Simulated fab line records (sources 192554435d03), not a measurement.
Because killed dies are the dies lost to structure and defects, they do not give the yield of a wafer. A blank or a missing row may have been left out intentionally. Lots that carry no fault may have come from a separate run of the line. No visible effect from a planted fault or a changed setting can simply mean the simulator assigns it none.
Matching of chambers	flow n5-finfet	rie-diel-01 running N5_BEOL_M14_ETCH_68: 4 sister chambers
The step etches SOC in N2/H2, time 450 s. 4 wafers are shown with their chamber, then 9 later ones without.

== WAFERS PAIRED WITH THEIR CHAMBERS ==
wafer	chamber	drypump-motor-current-A (A)
L800.2	2	5.4
L805.3	3	6.0
L805.4	1	6.0
L805.6	0	5.8

== WAFERS WHOSE CHAMBER IS MISSING ==
wafer	drypump-motor-current-A (A)
L810.1	6.0
L810.4	6.0
L810.5	6.1
L806.2	6.0
L806.4	6.0
L806.5	5.8
L808.1	5.5
L808.3	5.8
L808.5	6.0

== WHICH CHAMBER EACH WENT THROUGH ==
wafer	from the rows above	in truth
L810.1	can't be placed: 1 or 3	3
L810.4	can't be placed: 1 or 3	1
L810.5	can't be placed: 1 or 3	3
L806.2	can't be placed: 1 or 3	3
L806.4	can't be placed: 1 or 3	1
L806.5	0	0
L808.1	2	2
L808.3	0	0
L808.5	can't be placed: 1 or 3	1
Correct placement for 3 of the 9. Can't be placed from these rows: 6 (the true chamber is among the candidates in 6). Placed wrongly: 0.
How it was worked out, from the rows above alone: a wafer's distance from a chamber is the root of the sum, over the readings, of the square of ((its reading less the chamber's mean) divided by the reading's scatter). If the next closest chamber is less than 2 further off than the closest, the wafer can't be placed; otherwise it belongs to the closest. A chamber's mean is the mean of its shown wafers. The scatter: root of mean squared gap, hidden wafer to nearest shown wafer, with one shown wafer a chamber.
